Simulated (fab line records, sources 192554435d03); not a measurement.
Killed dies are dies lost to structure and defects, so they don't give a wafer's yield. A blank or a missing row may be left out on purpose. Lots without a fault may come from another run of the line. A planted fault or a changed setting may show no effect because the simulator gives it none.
Chamber matching | flow n5_finfet | N5_BEOL_M9_CMP_52 on cmp-03: 4 sister chambers
The step polishes, stops on SiCOH lowk, t overpolish 7 s, target thk 140 nm. 8 wafers are shown with their chamber, then 7 later ones without.

WAFERS WITH THEIR CHAMBER
wafer  | chamber | motor_current_A (A) | time_to_endpoint_s (s)
L075.5 | 3       | 5.9                 | 71
L083.4 | 3       | 6.0                 | 66
L083.6 | 2       | 6.2                 | 65
L085.1 | 1       | 5.7                 | 67
L085.2 | 2       | 6.7                 | 65
L085.3 | 0       | 7.2                 | 66
L090.1 | 0       | 7.3                 | 65
L090.3 | 1       | 5.7                 | 67

WAFERS WITHOUT THEIR CHAMBER
wafer  | motor_current_A (A) | time_to_endpoint_s (s)
L090.6 | 6.9                 | 61
L088.1 | 5.9                 | 70
L088.4 | 5.8                 | 68
L088.5 | 6.0                 | 70
L093.1 | 5.8                 | 68
L093.3 | 6.6                 | 67
L093.4 | 5.7                 | 66

WHICH CHAMBER EACH WENT THROUGH
wafer  | from the rows above     | in truth
L090.6 | can't be placed: 0 or 2 | 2
L088.1 | can't be placed: 3 or 1 | 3
L088.4 | can't be placed: 1 or 3 | 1
L088.5 | can't be placed: 3 or 1 | 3
L093.1 | can't be placed: 1 or 3 | 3
L093.3 | 2                       | 2
L093.4 | can't be placed: 1 or 3 | 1
Placed correctly: 1 of 7. Can't be placed from these rows: 6 (the true chamber is among the candidates in 6). Placed wrongly: 0.
How it was worked out, from the rows above alone: a wafer's distance from a chamber is the root of the sum, over the readings, of the square of ((its reading less the chamber's mean) divided by the reading's scatter). The wafer belongs to the nearest chamber; if the next one is less than 2 further off, it can't be placed. A chamber's mean is the mean of its shown wafers. The scatter: the root of (the sum of the squares of (reading less its chamber's mean) over the shown wafers, divided by (wafers less chambers)).
